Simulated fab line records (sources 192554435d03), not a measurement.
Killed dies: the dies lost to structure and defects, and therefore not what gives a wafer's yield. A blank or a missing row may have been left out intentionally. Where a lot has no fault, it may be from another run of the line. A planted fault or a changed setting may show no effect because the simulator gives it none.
Code-filled problem report in 8D (eight disciplines) form -- flow n5Finfet -- the parts of the form that need people (team, actions taken, sign-off) are left out

== 1. WHAT WENT WRONG ==
At N5_BEOL_M9_ETCH_61, rfFwdPowerW averages 406.4 W over 2 wafers from 2 lots, while fault-free wafers read 539.6 W, standard deviation 2.3. That is -58 standard deviations from the usual mean.
The step: etches SiARC in CF4, target depth 39 nm, time 65 s.
First observed at day 12 05:20: wafer L872.2, on rieDiel-06. The record holds 33 wafers of 11 lots with a number at this step. Rule for "out", or "out of limits": more than 4 standard deviations from the usual mean. The other wafers with a number count as sound.

== 2. WHAT IT IS; WHAT IT IS NOT ==
question,is,is not
which readings at this step,"rfFwdPowerW, etchRfOnTimeS, rfVppV","drypumpMotorCurrentA, oesProductAu, showerheadPlenumPTorr, throttleValvePct"
which lots,"L872, L873","L865, L866, L869, L871, L879, L880, L881, L883, L886"
which wafers of those lots,"L872.2, L873.4","L872.3, L872.4, L873.5, L873.6"
read on which tools,rieDiel-06,"rieDiel-01, rieDiel-02"
when,from day 12 05:20,"up to then (14 sound wafers); but 17 sound wafers of L873, L879, L880, L881, L883, L886 came after"

== 3. WHAT RULES OUT EACH SUSPECT ==
Counting: a tool at a process step up to the reading stays a suspect if it ran every lot that is out. Sound lots after the first of them don't rule it out here, since some wafers of a struck lot are sound.
- pvdSputter-02 at N5_BEOL_M9_HM_DEP_02 (deposits TiN, target thk 20 nm): kept. It ran every lot that is out, first L872 (day 12 03:40).
- rieDiel-06 at N5_BEOL_M9_ETCH_61 (etches SiARC in CF4, target depth 39 nm, time 65 s): kept. Every lot that is out went through it, the first being L872 (day 12 05:20); the last sound lot it ran before that was L869 (day 11 23:20). Out on those wafers are its own readings of etchRfOnTimeS, rfFwdPowerW, rfVppV.
- In rieDiel-06 at N5_BEOL_M9_ETCH_61, the wafers that are out were processed in chamber 0 and their sound lot-mates in chambers 1, 2, 3.
Remaining after the count are pvdSputter-02 at N5_BEOL_M9_HM_DEP_02 and rieDiel-06 at N5_BEOL_M9_ETCH_61.

== 4. THE CAUSE (what the simulator had put in) ==
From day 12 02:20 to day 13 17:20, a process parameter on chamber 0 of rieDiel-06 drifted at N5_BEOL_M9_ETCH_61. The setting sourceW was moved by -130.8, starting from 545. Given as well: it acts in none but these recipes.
After counting, 2 suspects remain, this tool included.

== 5. SEQUENCE OF EFFECTS, ordered by route ==
Each row: a reading whose mean over the struck wafers that have a number lies more than 3 standard deviations from the usual. Readings are gone through only where the record gives a usual standard deviation; hours: the median, over the lots, of the time from a lot's start at the first step in this table giving one to that lot's start at this step; sigmas: the change measured in usual standard deviations.
hours,step,reading,usual,on struck wafers,change,sigmas
0,N5_BEOL_M9_ETCH_61,etchRfOnTimeS,64.5 s,82.1,+17.6,+9.8
0,N5_BEOL_M9_ETCH_61,rfFwdPowerW,539.6 W,406.4,-133.2,-58
0,N5_BEOL_M9_ETCH_61,rfVppV,184.1 V,202.9,+18.8,+19
It contains these process steps:
- N5_BEOL_M9_ETCH_61: etches SiARC in CF4, target depth 39 nm, time 65 s.

== 6. WHAT WOULD HAVE CAUGHT IT SOONER ==
In this record no reading fell out of limits until day 12 05:20, 3 hours after the fault had begun at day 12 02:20.
